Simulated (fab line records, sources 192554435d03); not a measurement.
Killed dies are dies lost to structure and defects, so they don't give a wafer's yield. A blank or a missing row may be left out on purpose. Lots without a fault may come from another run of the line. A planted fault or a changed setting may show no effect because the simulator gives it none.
fab line records | flow n5_finfet
record lots=7 wafers=39
route steps=1938 shown ZERO_LAYER@11 FIN_SAQP@114 SDB@373 HKMG_FIN@449 BEOL_M0_SAQP@636
start_h: hours from the record's first day to the start of the lot's first wafer shown | wait_h: hours since the lot's step before | " the same as in the row above | L1.1+2: a row that stands for several wafers | - no value, or no start given | * or withheld: withheld | < > ~ a bound
route shown NAME@n: a module of which the file shows steps, and the number in the route of the first | usual: mean/standard deviation of fault-free wafers | same: alike in all rows | chamber/n: place in a boat | sites: the reading at each site | _std_site: their standard deviation | _edge_site: outer sites' mean less inner sites' | radius_mm: how far each site lies from the wafer's centre | mask NAME#n: copy n | behind: the tool/chamber that last shaped the wafer | hold: why the lot was held/for how many hours/how that ended | device: the transistor (n, p or np) that didn't switch | end of line: the same wafers' tests at the end of the route | a step without rows: its recipe alone | killed: dies lost to structure and defects at the first sort, not the wafer's yield | map: a wafer's dies, x killed, . not, _ none there
set.NAME: the setting as run; set.NAME@STEP: as run at that earlier step | model.NAME: the simulator's own value behind a step, which no gauge read
lots whose settings were changed on purpose; a table a step, a row a wafer
## steps
# step N5_ZERO_LAYER_DEVELOP_10
# recipe develop_time_s=60 rinse_liquid=diw dry=air_spin dev_temp_c=21
# columns lot.wafer tool chamber start_h wait_h set.develop_time_s
L076.1+5+6 litho_track-03 0 - - 60
L076.2+3+4 " 0 " " 40.45
L078.1+3+6 litho_track-03 0 - - 60
L079.1+3+6 litho_track-03 0 - - 24.51
L079.2+4+5 " 0 " " 60
L087.1+3+5 litho_track-03 0 - - 60
L087.2+4+6 " 0 " " 72.55
L090.1+2+6 litho_track-02 0 - - 84.18
L090.3+4+5 " 0 " " 60
L094.1+3+4 litho_track-03 0 - - 32.55
L094.2+5+6 " 0 " " 60
L097.1+4+5 litho_track-05 0 - - 24.31
L097.2+3+6 " 0 " " 60
# step N5_ZERO_LAYER_HARDBAKE_23
# recipe temp_c=130 time_s=120
# step N5_ZERO_LAYER_CD_MEAS_11
# recipe target_cd_nm=2000 landing_energy_ev=500 detector=se_inlens
# usual cd_nm=2000.1/1.7
# columns lot.wafer tool chamber start_h wait_h set.develop_time_s@ZERO_LAYER_DEVELOP_10 cd_nm
L076.1 cd_sem-02 0 24.67 - 60 1999.4
L076.2 " 0 " " 40.45 1988.6
L076.3 " 0 " " 40.45 1991.4
L076.4 " 0 " " 40.45 1991.7
L076.5 " 0 " " 60 1999.5
L076.6 " 0 " " 60 2001.0
L078.1 cd_sem-03 0 36.64 - 60 1996.7
L078.3 " 0 " " 60 1998.0
L078.6 " 0 " " 60 2000.6
L079.1 cd_sem-02 0 42.77 - 24.51 1982.6
L079.2 " 0 " " 60 2000.2
L079.3 " 0 " " 24.51 1983.6
L079.4 " 0 " " 60 1997.7
L079.5 " 0 " " 60 2001.6
L079.6 " 0 " " 24.51 1980.8
L087.1 cd_sem-03 0 90.64 - 60 2002.0
L087.2 " 0 " " 72.55 2003.3
L087.3 " 0 " " 60 2000.7
L087.4 " 0 " " 72.55 2006.7
L087.5 " 0 " " 60 1997.7
L087.6 " 0 " " 72.55 2003.7
L090.1 cd_sem-01 0 108.66 - 84.18 2004.1
L090.2 " 0 " " 84.18 2003.7
L090.3 " 0 " " 60 1997.7
L090.4 " 0 " " 60 2000.0
L090.5 " 0 " " 60 1997.4
L090.6 " 0 " " 84.18 2006.4
L094.1 cd_sem-03 0 132.78 - 32.55 1987.4
L094.2 " 0 " " 60 2001.4
L094.3 " 0 " " 32.55 1987.9
L094.4 " 0 " " 32.55 1984.8
L094.5 " 0 " " 60 2000.4
L094.6 " 0 " " 60 1998.7
L097.1 cd_sem-03 0 150.77 - 24.31 1983.0
L097.2 " 0 " " 60 2000.4
L097.3 " 0 " " 60 2002.6
L097.4 " 0 " " 24.31 1982.7
L097.5 " 0 " " 24.31 1981.5
L097.6 " 0 " " 60 2001.4
# step N5_ZERO_LAYER_DESCUM_16
# recipe chemistry=O2 time_s=7.9 source_power_w=50 bias_power_w=20 pressure_mtorr=20 rf_frequency_hz=2.712e+07 temp_c=40 o2_flow_sccm=225
# columns lot.wafer tool chamber start_h wait_h set.develop_time_s@ZERO_LAYER_DEVELOP_10 model.ZERO_LAYER.cd_nm
L076.1+5 rie_diel-05 1 24.91 0.2 60 1999
L076.2 " 3 " " 40.45 1989
L076.3 " 0 " " 40.45 1991
L076.4 " 0 " " 40.45 1992
L076.6 " 3 " " 60 2001
L078.1 rie_diel-05 1 36.68 0.0 60 1997
L078.3 " 3 " " 60 1998
L078.6 " 3 " " 60 2000
L079.1 rie_diel-06 3 42.86 0.1 24.51 1983
L079.2 " 2 " " 60 2000
L079.3 " 1 " " 24.51 1984
L079.4 " 0 " " 60 1998
L079.5 " 2 " " 60 2002
L079.6 " 3 " " 24.51 1981
L087.1 rie_diel-06 1 90.68 0.0 60 2002
L087.2 " 2 " " 72.55 2003
L087.3 " 0 " " 60 2000
L087.4 " 3 " " 72.55 2007
L087.5 " 1 " " 60 1997
L087.6 " 2 " " 72.55 2004
L090.1+2 rie_diel-06 2,0 108.99 0.3 84.18 2004
L090.3 " 3 " " 60 1997
L090.4 " 1 " " 60 2000
L090.5 " 2 " " 60 1998
L090.6 " 3 " " 84.18 2006
L094.1 rie_diel-05 1 132.82 0.0 32.55 1987
L094.2 " 2 " " 60 2001
L094.3 " 3 " " 32.55 1988
L094.4 " 2 " " 32.55 1985
L094.5 " 1 " " 60 2000
L094.6 " 3 " " 60 1999
L097.1+4 rie_diel-02 3,1 150.81 0.0 24.31 1983
L097.2 " 2 " " 60 2000
L097.3 " 0 " " 60 2002
L097.5 " 0 " " 24.31 1981
L097.6 " 1 " " 60 2001
# step N5_FIN_SAQP_DESCUM_21
# recipe chemistry=O2 time_s=7.9 source_power_w=50 bias_power_w=20 pressure_mtorr=20 rf_frequency_hz=2.712e+07 temp_c=40 resist=CAR-ArF o2_flow_sccm=225
# columns lot.wafer tool chamber start_h wait_h set.time_s model.CAR-ArF_of_FIN_SAQP_COAT_10.thk_nm
L076.1 rie_diel-03 3 35.20 0.2 7.9 83.43
L076.2 " 1 " " 7.9 83.47
L076.3 " 2 " " 7.9 83.42
L076.4 " 0 " " 5.086 85.03
L076.5 " 2 " " 5.086 85.26
L076.6 " 3 " " 5.086 85.18
L078.1 rie_diel-03 1 46.43 0.4 7.9 82.98
L078.3+6 " 0,2 " " 7.9 83.17
L079.1 rie_diel-04 2 52.31 0.5 4.364 85.53
L079.2 " 1 " " 7.9 83.2
L079.3 " 0 " " 4.364 85.74
L079.4 " 3 " " 4.364 85.42
L079.5 " 2 " " 7.9 83.38
L079.6 " 1 " " 7.9 83.09
L087.1 rie_diel-03 3 100.96 0.0 7.9 83.48
L087.2 " 1 " " 7.9 83.14
L087.3 " 0 " " 4.57 85.6
L087.4 " 1 " " 7.9 83.4
L087.5 " 3 " " 4.57 85.71
L087.6 " 0 " " 4.57 85.8
L090.1 rie_diel-03 3 118.09 0.5 5.979 84.28
L090.2 " 1 " " 7.9 83.08
L090.3 " 0 " " 5.979 84.37
L090.4 " 0 " " 7.9 83.54
L090.5 " 3 " " 7.9 83.25
L090.6 " 1 " " 5.979 84.3
L094.1 rie_diel-01 2 141.56 0.0 7.9 82.92
L094.2 " 1 " " 4.204 85.18
L094.3 " 3 " " 4.204 85.2
L094.4 " 0 " " 4.204 85.05
L094.5 " 2 " " 7.9 83.11
L094.6 " 1 " " 7.9 82.64
L097.1 rie_diel-03 3 160.41 0.1 7.9 83.17
L097.2 " 0 " " 7.9 83.43
L097.3+4 " 2,1 " " 7.9 83.34
L097.5 " 0 " " 7.9 83.7
L097.6 " 3 " " 7.9 83.19
# step N5_FIN_SAQP_ETCH_51
# recipe chemistry=CF4 target=SiARC target_depth_a=455 mask_material=CAR-ArF time_s=75.8 ion_energy_ev=80 pressure_mtorr=40 source_w=545 bias_w=36 Ar_flow_sccm=100 cf4_flow_sccm=100 ends=cleared
# columns lot.wafer tool chamber start_h wait_h set.time_s@FIN_SAQP_DESCUM_21 model.CAR-ArF_of_FIN_SAQP_COAT_10.thk_nm
L076.1 rie_diel-03 3 35.24 0.0 7.9 50.82
L076.2 " 1 " " 7.9 50.9
L076.3 " 2 " " 7.9 50.76
L076.4 " 0 " " 5.086 52.36
L076.5 " 2 " " 5.086 52.6
L076.6 " 3 " " 5.086 52.51
L078.1 rie_diel-03 1 46.47 0.0 7.9 50.32
L078.3 " 0 " " 7.9 50.56
L078.6 " 2 " " 7.9 50.69
L079.1 rie_diel-04 2 52.35 0.0 4.364 52.89
L079.2 " 1 " " 7.9 50.47
L079.3 " 0 " " 4.364 53.09
L079.4 " 3 " " 4.364 52.75
L079.5 " 2 " " 7.9 50.73
L079.6 " 1 " " 7.9 50.42
L087.1 rie_diel-03 3 100.99 0.0 7.9 50.82
L087.2 " 1 " " 7.9 50.46
L087.3 " 0 " " 4.57 52.94
L087.4 " 1 " " 7.9 50.81
L087.5 " 3 " " 4.57 53.01
L087.6 " 0 " " 4.57 53.11
L090.1 rie_diel-03 3 118.12 0.0 5.979 51.66
L090.2 " 1 " " 7.9 50.55
L090.3 " 0 " " 5.979 51.79
L090.4 " 0 " " 7.9 50.96
L090.5 " 3 " " 7.9 50.77
L090.6 " 1 " " 5.979 51.71
L094.1 rie_diel-01 2 141.60 0.0 7.9 50.39
L094.2 " 1 " " 4.204 52.58
L094.3 " 3 " " 4.204 52.61
L094.4 " 0 " " 4.204 52.47
L094.5 " 2 " " 7.9 50.6
L094.6 " 1 " " 7.9 49.97
L097.1 rie_diel-03 3 160.44 0.0 7.9 50.34
L097.2 " 0 " " 7.9 50.75
L097.3 " 2 " " 7.9 50.59
L097.4 " 1 " " 7.9 50.64
L097.5 " 0 " " 7.9 50.96
L097.6 " 3 " " 7.9 50.47
# step N5_SDB_ALD_29
# recipe material=SiNx target_thk_a=300 temp_c=400 ald_precursor_family=SiH2I2 ald_co_reactant=N2/H2-plasma pulse_time_s=1 ald_cycles=600 purge_time_s=2 co_reactant_purge_time_s=2 pressure_torr=2
# columns lot.wafer tool chamber start_h wait_h set.ald_cycles model.SiNx_of_SDB_ALD_29.thk_nm
L076.1+2+6 ald_sin-04 0,3,3 81.87 0.0 496 24.8
L076.3 " 2 " " 600 30
L076.4 " 1 " " 600 30.2
L076.5 " 2 83.22 1.4 600 29.8
L078.1 ald_sin-04 1 92.37 0.0 600 30.2
L078.3 " 2 " " 600 29.8
L078.6 " 2 93.72 1.4 600 30
L079.1+6 ald_sin-01 0,1 96.81 0.0 600 30
L079.2 " 3 " " 600 29.8
L079.3+4 " 2,1 " " 955 47.6
L079.5 " 0 98.16 1.4 955 47.8
L087.1+3+6 ald_sin-02 0,1,0 144.38 0.0 600 30
L087.2 " 2 " " 922 46.2
L087.4+5 " 3 " " 922 46
L090.1+3+5 ald_sin-02 0,1,0 161.52 0.0 600 30
L090.2+4+6 " 2,3,3 " " 796 39.8
L094.1+3+5 ald_sin-02 0,3,1 191.06 2.0 600 30
L094.2 " 2 " " 459 23
L094.4+6 " 1,2 " " 459 22.8
L097.1+6 ald_sin-04 3,0 203.55 0.0 600 29.8
L097.2+4 " 0,2 " " 887 44.4
L097.3 " 1 " " 887 44.6
L097.5 " 1 204.90 1.4 600 30
# step N5_SDB_CMP_30
# recipe stop_on=poly-Si t_overpolish_s=1.54 post_cmp_clean=alkaline_brush down_force_psi=4.1491 platen_rpm=51.796 pad_velocity_m_s=1.0306 target_thk_nm=30
# columns lot.wafer tool chamber start_h wait_h set.ald_cycles@SDB_ALD_29 model.SiNx_of_SDB_ALD_29.thk_nm
L076.2+1+6 cmp-03 1,3,2 84.61 1.4 496 24.8
L076.4 " 2 " " 600 30.2
L076.3 " 0 " " 600 30
L076.5 " 1 " " 600 29.8
L078.3 cmp-01 1 95.14 1.4 600 29.8
L078.1 " 3 " " 600 30.2
L078.6 " 1 " " 600 30
L079.2 cmp-02 0 99.54 1.4 600 29.8
L079.1+6 " 1,0 " " 600 30
L079.3+5 " 2,1 " " 955 30
L079.4 " 3 " " 955 30.6
L087.1+3+6 cmp-02 1,3,1 147.12 1.4 600 30
L087.4+2 " 2,0 " " 922 31.2
L087.5 " 2 " " 922 29.8
L090.3+1+5 cmp-03 2,1,2 164.26 1.4 600 30
L090.2 " 3 " " 796 30.8
L090.4 " 0 " " 796 32
L090.6 " 3 " " 796 31.2
L094.3+1+5 cmp-03 1,2,1 193.79 1.4 600 30
L094.4+6 " 3,2 " " 459 22.8
L094.2 " 0 " " 459 23
L097.4 cmp-02 0 206.28 1.4 887 29.4
L097.2 " 1 " " 887 29
L097.3 " 2 " " 887 28.8
L097.1+6 " 3,0 " " 600 29.8
L097.5 " 1 " " 600 30
# step N5_HKMG_FIN_ALD_71
# recipe material=TiN target_thk_a=10 temp_c=400 ald_precursor_family=TiCl4 ald_co_reactant=NH3 pulse_time_s=1 purge_time_s=3 co_reactant_purge_time_s=2 co_reactant_pulse_time_s=2 ald_cycles=47 pressure_torr=3
# columns lot.wafer tool chamber start_h wait_h set.ald_cycles model.TiN_of_HKMG_FIN_ALD_71.thk_nm
L076.1+2+3+4+5+6 ald_metal-03 0,2,3,1,2,3 92.58 0.0 47 1
L078.1+3+6 ald_metal-03 0,3,2 102.86 0.0 47 1
L079.1+2+4 ald_metal-02 1,2,2 106.95 0.0 47 1
L079.3+5+6 " 3,3,1 " " 58 1.2
L087.1+2+3+4+5+6 ald_metal-03 2,0,1,3,3,0 155.19 0.0 47 1
L090.1+5+6 ald_metal-04 2,0,3 171.71 0.0 47 1
L090.2+3+4 " 3,1,0 " " 63 1.4
L094.1+2+3+4+5+6 ald_metal-03 0,3,1,2,3,0 201.30 0.0 47 1
L097.1+2+3 ald_metal-03 1,3,2 214.71 0.0 47 1
L097.4+5+6 " 0,2,1 " " 20 0.4
# step N5_BEOL_M0_SAQP_PECVD_96
# recipe material=a-Si target_thk_a=450 temp_c=350 precursor=SiH4/He pressure_torr=3 rf_w=100 time_s=45.2
# columns lot.wafer tool chamber start_h wait_h set.time_s model.a-Si_of_BEOL_M0_SAQP_PECVD_96.thk_nm
L076.1+2 pecvd-02 2,1 121.63 0.0 45.2 44.8
L076.3 " 0 " " 69.25 68.4
L076.4 " 1 " " 45.2 45.4
L076.5 " 2 " " 69.25 69.6
L076.6 " 0 " " 69.25 70
L078.1 pecvd-02 2 129.90 0.0 45.2 45.2
L078.3 " 0 " " 45.2 45.6
L078.6 " 2 " " 45.2 46
L079.1 pecvd-02 1 141.47 0.0 45.2 44.8
L079.2 " 2 " " 21.16 20.8
L079.3 " 0 " " 21.16 21.2
L079.4 " 1 " " 21.16 21.4
L079.5 " 2 " " 45.2 46.2
L079.6 " 0 " " 45.2 46.4
L087.1+5 pecvd-02 0 184.39 0.0 20.77 20.6
L087.2 " 1 " " 45.2 44
L087.3 " 2 " " 45.2 43.6
L087.4 " 1 " " 20.77 20.2
L087.6 " 2 " " 45.2 45
L090.1+5 pecvd-04 2,1 201.77 0.0 33.38 32.4
L090.2 " 0 " " 33.38 32
L090.3 " 1 " " 45.2 43.8
L090.4 " 2 " " 45.2 44.6
L090.6 " 0 " " 45.2 44.4
L094.1 pecvd-01 1 231.39 0.0 45.2 45
L094.2 " 2 " " 45.2 44.6
L094.3+5+6 " 0,1,2 " " 45.2 45.2
L094.4 " 0 " " 45.2 45.6
L097.1 pecvd-01 1 242.12 0.0 45.2 44.8
L097.2 " 0 " " 45.2 45
L097.3+6 " 2 " " 18.91 18.2
L097.4 " 1 " " 45.2 45.4
L097.5 " 0 " " 18.91 19.4
# step N5_BEOL_M0_SAQP_PECVD_97
# recipe material=SiNx target_thk_a=230 temp_c=350 precursor=SiH4/NH3/N2 pressure_torr=1.5 rf_w=300 time_s=19.9
# step N5_BEOL_M0_SAQP_PECVD_04
# recipe material=a-Si target_thk_a=600 temp_c=350 precursor=SiH4/He pressure_torr=3 rf_w=100 time_s=60.2
# step N5_BEOL_M0_SAQP_ETCH_101
# recipe chemistry=CH3F/O2 target=SiNx mask_material=SiO2 target_depth_a=299 time_s=42.7 pressure_mtorr=30 source_w=395 bias_w=73 Ar_flow_sccm=150 CH3F_flow_sccm=30 O2_flow_sccm=20 ion_energy_ev=120
# step N5_BEOL_M0_SAQP_ETCH_102
# recipe chemistry=CF4 target=SiO2 target_depth_a=40 ion_energy_ev=350 time_s=4.4 pressure_mtorr=10 icp_w=800 bias_w=400 cf4_flow_sccm=80
# step N5_BEOL_M0_SAQP_MANDREL_ETCH_103
# recipe chemistry=HBr/Cl2 target=a-Si target_depth_a=450 bt_time_s=10 stop_on=SiCN mask_material=SiO2 over_etch_frac=0.8 time_s=27 pressure_mtorr=10 icp_w=800 bias_w=75 HBr_flow_sccm=150 Cl2_flow_sccm=80 ends=end_point
# usual oes_product_au=0.686/0.0093
# columns lot.wafer tool chamber start_h wait_h set.time_s@BEOL_M0_SAQP_PECVD_96 oes_product_au model.etch.depth_nm
L076.1 rie_si-03 3 124.29 0.0 45.2 0.666 44.83
L076.2 " 0 " " 45.2 0.678 44.81
L076.3 " 1 " " 69.25 0.895 68.48
L076.4 " 2 " " 45.2 0.694 45.4
L076.5 " 1 " " 69.25 0.901 69.69
L076.6 " 0 " " 69.25 0.907 70.06
L078.1 rie_si-01 3 133.70 0.0 45.2 0.697 45.19
L078.3 " 1 " " 45.2 0.688 45.51
L078.6 " 1 " " 45.2 0.692 46.07
L079.1 rie_si-03 0 144.11 0.0 45.2 0.695 44.88
L079.2 " 1 " " 21.16 0.469 20.89
L079.3 " 3 " " 21.16 0.467 21.25
L079.4 " 2 " " 21.16 0.475 21.45
L079.5 " 2 " " 45.2 0.697 46.29
L079.6 " 1 " " 45.2 0.700 46.43
L087.1 rie_si-03 2 188.10 0.0 20.77 0.474 20.54
L087.2 " 3 " " 45.2 0.664 44.01
L087.3 " 0 " " 45.2 0.672 43.61
L087.4 " 1 " " 20.77 0.465 20.3
L087.5 " 1 " " 20.77 0.468 20.53
L087.6 " 2 " " 45.2 0.693 44.99
L090.1 rie_si-01 0 204.43 0.0 33.38 0.588 32.33
L090.2 " 2 " " 33.38 0.565 32.01
L090.3 " 3 " " 45.2 0.680 43.87
L090.4 " 1 " " 45.2 0.683 44.61
L090.5 " 3 " " 33.38 0.573 32.49
L090.6 " 0 " " 45.2 0.697 44.43
L094.1 rie_si-03 1 233.88 0.0 45.2 0.681 44.94
L094.2 " 2 " " 45.2 0.682 44.52
L094.3 " 3 " " 45.2 0.666 45.21
L094.4 " 0 " " 45.2 0.691 45.69
L094.5 " 1 " " 45.2 0.685 45.17
L094.6 " 0 " " 45.2 0.689 45.24
L097.1 rie_si-01 0 244.63 0.0 45.2 0.701 44.86
L097.2 " 1 " " 45.2 0.678 45.1
L097.3 " 3 " " 18.91 0.450 18.28
L097.4 " 2 " " 45.2 0.680 45.33
L097.5 " 1 " " 18.91 0.461 19.47
L097.6 " 2 " " 18.91 0.443 18.17
# step N5_BEOL_M0_SAQP_RECESS_104
# recipe chemistry=HF/NH3 target=SiO2 target_depth_a=180 afs_cycles=3 temp_c=30 sublimation_temp_c=180 sublimation_time_s=60
# step N5_BEOL_M0_SAQP_COAT_105
# recipe resist=SOC temp_c=250 time_s=60 spin_rpm=1500 resist_thk_nm=100
# step N5_BEOL_M0_SAQP_ETCH_106
# recipe chemistry=N2/H2 target=SOC target_depth_a=1500 stop_on=SiNx ion_energy_ev=100 bias_w=61 pressure_mtorr=30 source_w=850 n2_flow_sccm=200 h2_flow_sccm=200
# step N5_BEOL_M0_SAQP_ETCH_107
# recipe chemistry=CH3F/O2 target=SiNx target_depth_a=300 mask_material=SOC pressure_mtorr=30 source_w=395 bias_w=73 Ar_flow_sccm=150 CH3F_flow_sccm=30 O2_flow_sccm=20 ion_energy_ev=120
# columns lot.wafer tool chamber start_h wait_h set.time_s@BEOL_M0_SAQP_PECVD_96 model.a-Si_of_BEOL_M0_SAQP_PECVD_96.thk_nm
L076.1+2 rie_diel-05 1,3 125.04 0.0 45.2 44.2
L076.3 " 2 " " 69.25 68
L076.4 " 3 " " 45.2 44.8
L076.5 " 2 " " 69.25 69.2
L076.6 " 1 " " 69.25 69.4
L078.1 rie_diel-02 1 134.28 0.0 45.2 44.6
L078.3 " 0 " " 45.2 45
L078.6 " 2 " " 45.2 45.4
L079.1 rie_diel-02 0 144.70 0.0 45.2 44.2
L079.2 " 2 " " 21.16 20.2
L079.3 " 3 " " 21.16 20.6
L079.4 " 1 " " 21.16 20.8
L079.5+6 " 1,0 " " 45.2 45.8
L087.1+5 rie_diel-06 0,1 188.69 0.0 20.77 20
L087.2 " 1 " " 45.2 43.4
L087.3 " 2 " " 45.2 43
L087.4 " 3 " " 20.77 19.6
L087.6 " 0 " " 45.2 44.4
L090.1+5 rie_diel-02 0 205.03 0.0 33.38 31.8
L090.2 " 3 " " 33.38 31.4
L090.3 " 1 " " 45.2 43.4
L090.4 " 2 " " 45.2 44
L090.6 " 3 " " 45.2 43.8
L094.1 rie_diel-05 3 234.47 0.0 45.2 44.4
L094.2 " 2 " " 45.2 44
L094.3+5+6 " 0,3,2 " " 45.2 44.6
L094.4 " 1 " " 45.2 45.2
L097.1 rie_diel-06 0 245.32 0.0 45.2 44.2
L097.2 " 3 " " 45.2 44.4
L097.3+6 " 2,3 " " 18.91 17.6
L097.4 " 2 " " 45.2 44.8
L097.5 " 0 " " 18.91 18.8
## key
split step=N5_ZERO_LAYER_DEVELOP_10 setting=develop_time_s stated=60 by=wafer
response step=N5_ZERO_LAYER_CD_MEAS_11 reading=cd_nm change=+0.281 per=1% r=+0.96
response step=N5_ZERO_LAYER_DESCUM_16 reading=model.ZERO_LAYER.cd_nm change=+0.28 per=1% r=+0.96
split step=N5_FIN_SAQP_DESCUM_21 setting=time_s stated=7.9 by=wafer
response step=N5_FIN_SAQP_DESCUM_21 reading=model.CAR-ArF_of_FIN_SAQP_COAT_10.thk_nm change=-0.0506 per=1% r=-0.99
response step=N5_FIN_SAQP_ETCH_51 reading=model.CAR-ArF_of_FIN_SAQP_COAT_10.thk_nm change=-0.05 per=1% r=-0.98
split step=N5_SDB_ALD_29 setting=ald_cycles stated=600 by=wafer
response step=N5_SDB_ALD_29 reading=model.SiNx_of_SDB_ALD_29.thk_nm change=+0.301 per=1% r=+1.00
response step=N5_SDB_CMP_30 reading=model.SiNx_of_SDB_ALD_29.thk_nm shape=bent at_lowest=22.87 at_stated=29.97 at_highest=30.2
split step=N5_HKMG_FIN_ALD_71 setting=ald_cycles stated=47 by=wafer
response step=N5_HKMG_FIN_ALD_71 reading=model.TiN_of_HKMG_FIN_ALD_71.thk_nm change=+0.0105 per=1% r=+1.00
split step=N5_BEOL_M0_SAQP_PECVD_96 setting=time_s stated=45.2 by=wafer
response step=N5_BEOL_M0_SAQP_PECVD_96 reading=model.a-Si_of_BEOL_M0_SAQP_PECVD_96.thk_nm change=+0.454 per=1% r=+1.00
response step=N5_BEOL_M0_SAQP_MANDREL_ETCH_103 reading=oes_product_au change=+0.00409 per=1% r=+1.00
response step=N5_BEOL_M0_SAQP_MANDREL_ETCH_103 reading=model.etch.depth_nm change=+0.454 per=1% r=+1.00
response step=N5_BEOL_M0_SAQP_ETCH_107 reading=model.a-Si_of_BEOL_M0_SAQP_PECVD_96.thk_nm change=+0.455 per=1% r=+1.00
